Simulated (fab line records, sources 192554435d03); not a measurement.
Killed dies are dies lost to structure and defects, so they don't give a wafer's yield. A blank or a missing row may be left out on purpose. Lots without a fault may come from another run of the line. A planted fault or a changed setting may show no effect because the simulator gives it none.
A struck lot beside a sound one | flow n5_finfet | 18 steps out of a route of 1938
Sound: wafers L857.2, L857.3, L857.6. Struck: wafer L868.5. (L868.1, L868.6 of the same lot were not struck and are left out.) The cause comes at the end.
At each step with rows: each side's tool, then ch and its chambers, then its first start. Under that, the readings that differ: sound wafers | struck wafers | difference of the means | sigmas: that difference in standard deviations of wafers without a fault.
alike: readings whose means differ by less than 2 such deviations, and words and numbers that are the same on both sides. not compared: withheld readings, readings that some wafer has no value for, bounds like >300 that may hide the same value, and numbers for which the record gives no deviation and whose values overlap.
The two part at a step that has a row with sigmas, a row that says differs or no value, or rows on one side only. Numbers that don't overlap but have no deviation are shown without sigmas and don't part them. A reading that every wafer of one side lacks parts them only if that side has two wafers or more.

first, 5 steps without rows for these wafers: N5_BEOL_M3_ANNEAL_82 (time 240 s); N5_BEOL_M3_SPUTTER_86 (material Cu, target thk 4.5 nm, time 8.29 s); N5_BEOL_M3_ANNEAL_87 (time 240 s); N5_BEOL_M3_SPUTTER_88 (material Cu, target thk 4.5 nm, time 8.29 s); N5_BEOL_M3_ANNEAL_89 (time 240 s).
N5_BEOL_M3_SPUTTER_90: material Cu, target thk 4.5 nm, time 8.29 s.
  sound on pvd_sputter-03, day 10 06:21; struck on pvd_sputter-03, day 12 13:59
  alike: throttle_valve_pct
then, 2 steps without rows for these wafers: N5_BEOL_M3_ANNEAL_91 (time 240 s); N5_BEOL_M3_SPUTTER_92 (material Cu, target thk 4.5 nm, time 8.29 s).
N5_BEOL_M3_ANNEAL_93: time 240 s.
  sound on pvd_sputter-03, day 10 06:39; struck on pvd_sputter-03, day 12 14:17
  alike: heater_power_w
N5_BEOL_M3_SPUTTER_94: material Cu, target thk 4.5 nm, time 8.29 s.
  sound on pvd_sputter-03, day 10 06:47; struck on pvd_sputter-03, day 12 14:26
  alike: throttle_valve_pct
then, 1 step without rows for these wafers: N5_BEOL_M3_ANNEAL_95 (time 240 s).
N5_BEOL_M3_SPUTTER_96: material Cu, target thk 4.5 nm, time 8.29 s.
  sound on pvd_sputter-03, day 10 07:01; struck on pvd_sputter-03, day 12 14:39
  alike: throttle_valve_pct
N5_BEOL_M3_ECD_50: material Cu, target thk 300 nm.
  sound on ecd_cu-02 ch 0,1, day 10 07:07; struck on ecd_cu-01 ch 1, day 12 14:46
  reading                                | sound         | struck | difference | sigmas
  model.Cu_of_BEOL_M3_ECD_50.thk_nm (nm) | 298.4 294 298 | 589.8  | +293.0     |
N5_BEOL_M3_ANNEAL_51: time 90 s.
  sound on rtp_anneal-01 ch 0, day 10 07:15; struck on rtp_anneal-01 ch 0, day 12 14:51
  alike: anneal_temp_c, wafer_temp_C_max
N5_BEOL_M3_CMP_52: polishes, stops on SiOC, t overpolish 6.8 s, target thk 40 nm.
  sound on cmp-03 ch 1,3, day 10 07:39; struck on cmp-03 ch 1, day 12 15:14
  reading                | sound          | struck | difference | sigmas
  time_to_endpoint_s (s) | 61.6 57.6 60.3 | 121.8  | +62.0      | +24
  alike: motor_current_A
N5_BEOL_M3_THK_MEAS_53: measures by xrf.
  sound on film_metro-01, day 10 07:57; struck on film_metro-01, day 12 15:28
  reading     | sound          | struck | difference | sigmas
  M3_THK (nm) | 41.0 39.1 40.5 | 43.1   | +2.9       | +2
N5_BEOL_M4_RC_MEAS_101:
  sound on prober-01 ch 0, day 10 20:17; struck on prober-01 ch 0, day 13 10:31
  reading        | sound             | struck | difference | sigmas
  DIBL_N (mV/V)  | 35.0 38.2 36.8    | 33.1   | -3.6       | -2
  IOFF_N (nA/um) | 0.144 0.206 0.187 | 0.107  | -0.072     | -3
  IOFF_P (nA/um) | 0.19 0.27 0.26    | 0.13   | -0.11      | -3
  ION_N (uA/um)  | 672 690 696       | 661    | -25        | -2
  ION_P (uA/um)  | 462 476 485       | 452    | -22        | -3
  SS_P (mV/dec)  | 73.4 74.1 73.8    | 71.8   | -2.0       | -3
  VT_N (mV)      | 252 246 244       | 255    | +8         | +3
  VT_P (mV)      | -250 -246 -246    | -258   | -11        | -3
  alike: DIBL_P, SS_N
N5_PASSIVATION_PROBE_49:
  the record has rows for the sound wafers here (prober-01, day 15 03:17) and none for the struck ones

WHERE THEY PART
First at N5_BEOL_M3_CMP_52; last, within this record, at N5_PASSIVATION_PROBE_49.

WHY: what the simulator had put in
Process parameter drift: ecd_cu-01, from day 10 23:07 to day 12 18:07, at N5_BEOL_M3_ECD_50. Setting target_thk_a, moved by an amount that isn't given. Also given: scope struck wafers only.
